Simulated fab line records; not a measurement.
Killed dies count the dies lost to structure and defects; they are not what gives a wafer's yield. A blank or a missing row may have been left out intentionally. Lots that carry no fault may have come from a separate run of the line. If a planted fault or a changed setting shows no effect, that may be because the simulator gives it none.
Matching of chambers | flow nand harc | NHARC_A_STAIRCASE_DESCUM_11 on rie diel-08: 4 sister chambers
The step chemistry O2, time 3 s. 4 wafers are shown with their chamber, then 12 later ones without.

== WAFERS PAIRED WITH THEIR CHAMBERS ==
wafer  | chamber | showerhead plenum p Torr (Torr)
L080.5 | 1       | 1.86
L084.5 | 2       | 2.02
L088.4 | 3       | 1.82
L088.6 | 0       | 1.95

== WAFERS WITHOUT THEIR CHAMBER ==
wafer  | showerhead plenum p Torr (Torr)
L089.1 | 1.85
L089.2 | 1.95
L089.4 | 2.01
L090.1 | 2.01
L090.2 | 1.95
L090.6 | 1.95
L093.1 | 1.95
L093.2 | 1.85
L093.3 | 2.01
L096.2 | 1.81
L096.5 | 1.81
L096.6 | 1.94

== EACH ONE'S CHAMBER ==
wafer  | from the rows above | in truth
L089.1 | 1                   | 1
L089.2 | 0                   | 0
L089.4 | 2                   | 2
L090.1 | 2                   | 2
L090.2 | 0                   | 0
L090.6 | 0                   | 0
L093.1 | 0                   | 0
L093.2 | 1                   | 1
L093.3 | 2                   | 2
L096.2 | 3                   | 3
L096.5 | 3                   | 3
L096.6 | 0                   | 0
12 of 12 placed correctly. Not placeable from these rows: 0. Placed wrongly: 0.
How it was worked out, from the rows above alone: a wafer's distance from a chamber is the root of the sum, over the readings, of the square of ((its reading less the chamber's mean) divided by the reading's scatter). The wafer belongs to the nearest chamber; if the next one is less than 2 further off, it can't be placed. The mean given for a chamber averages the wafers shown for that chamber. The scatter (one wafer shown for each chamber): square how far every hidden wafer sits from the nearest shown wafer, average those squares and take the square root.
